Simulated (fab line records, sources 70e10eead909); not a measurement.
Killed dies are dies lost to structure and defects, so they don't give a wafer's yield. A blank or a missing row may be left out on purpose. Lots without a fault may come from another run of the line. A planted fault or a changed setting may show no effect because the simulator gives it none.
A struck lot beside a sound one | flow nand_harc | 15 steps out of a route of 1302
Sound: wafers L877.3, L877.4, L877.6. Struck: wafers L879.2, L879.4, L879.6. The cause comes at the end.
At each step with rows: each side's tool, then ch and its chambers, then its first start. Under that, the readings that differ: sound wafers | struck wafers | difference of the means | sigmas: that difference in standard deviations of wafers without a fault.
alike: readings whose means differ by less than 2 such deviations, and words and numbers that are the same on both sides. not compared: withheld readings, readings that some wafer has no value for, bounds like >300 that may hide the same value, and numbers for which the record gives no deviation and whose values overlap.
The two part at a step that has a row with sigmas, a row that says differs or no value, or rows on one side only. Numbers that don't overlap but have no deviation are shown without sigmas and don't part them. A reading that every wafer of one side lacks parts them only if that side has two wafers or more.

first, 8 steps without rows for these wafers: NHARC_A_CONTACT_COAT_86 (time 75 s); NHARC_A_CONTACT_COAT_87 (time 65 s); NHARC_A_CONTACT_COAT_02 (resist thk 90 nm); NHARC_A_CONTACT_SOFTBAKE_03 (time 55 s); NHARC_A_CONTACT_EBR_04; NHARC_A_CONTACT_EXPOSE_05 (exposes mask A CC); NHARC_A_CONTACT_PEB_06 (peb time 65 s); NHARC_A_CONTACT_DEVELOP_07 (develop time 35 s).
NHARC_A_CONTACT_CD_MEAS_08: target cd 200 nm.
  sound on cd_sem-01 ch 0, day 23 03:08; struck on cd_sem-03 ch 0, day 23 20:37
  alike: cd_nm
NHARC_A_CONTACT_OVL_MEAS_09:
  sound on overlay-02, day 23 03:13; struck on overlay-02, day 23 20:42
  alike: overlay_x_nm, overlay_y_nm
NHARC_A_CONTACT_INSPECT_10:
  sound on defect_inspect-01, day 23 03:16; struck on defect_inspect-01, day 23 20:44
  reading          | sound       | struck   | difference | sigmas
  raw_defect_count | 107 108 105 | 33 29 30 | -76        | -3
NHARC_A_CONTACT_DESCUM_13: chemistry O2, time 3 s.
  sound on rie_diel-11 ch 1,2,3, day 23 03:19; struck on rie_diel-03 ch 1,2,3, day 23 20:49
  alike: drypump_motor_current_A, o2_flow_sccm, oes_product_au, rf_vpp_V, showerhead_plenum_p_Torr, throttle_valve_pct
  not compared: rf_hours_counter_h
NHARC_A_CONTACT_ETCH_88: etches the open film in CF4, target depth 39 nm, time 65 s.
  sound on rie_diel-11 ch 1,2,3, day 23 03:24; struck on rie_diel-03 ch 0,2,3, day 23 20:53
  no value came back on the struck wafers for bias_w (W), rf_fwd_power_W (W); on the sound wafers bias_w (W) reads 100.33 100.19 100.06
  reading          | sound          | struck         | difference | sigmas
  run_length_s (s) | 85.7 87.2 87.3 | 68.9 68.8 68.2 | -18.1      | -38
  alike: drypump_motor_current_A, oes_product_au, rf_vpp_V, showerhead_plenum_p_Torr, throttle_valve_pct
  not compared: rf_hours_counter_h
NHARC_A_CONTACT_ETCH_89: etches the open film in N2/H2, target depth 260 nm, time 475.3 s.
  sound on rie_diel-11 ch 0,1,2; struck on rie_diel-03 ch 1,2,3
  alike: bias_w, drypump_motor_current_A, oes_product_au, rf_fwd_power_W, rf_vpp_V, run_length_s, showerhead_plenum_p_Torr, throttle_valve_pct
  not compared: rf_hours_counter_h
-- the record jumps here: 2 days lie between the struck wafers' starts before and after (it left off in module A_CONTACT and takes up again in module END, whose first step shown is number 1302 of the route) --
NHARC_END_SORT_01:
  the record has rows for the struck wafers here (prober-02 ch 0, day 26 02:41) and none for the sound ones

WHERE THEY PART
First at NHARC_A_CONTACT_INSPECT_10; last, within this record, at NHARC_END_SORT_01.

WHY: what the simulator had put in
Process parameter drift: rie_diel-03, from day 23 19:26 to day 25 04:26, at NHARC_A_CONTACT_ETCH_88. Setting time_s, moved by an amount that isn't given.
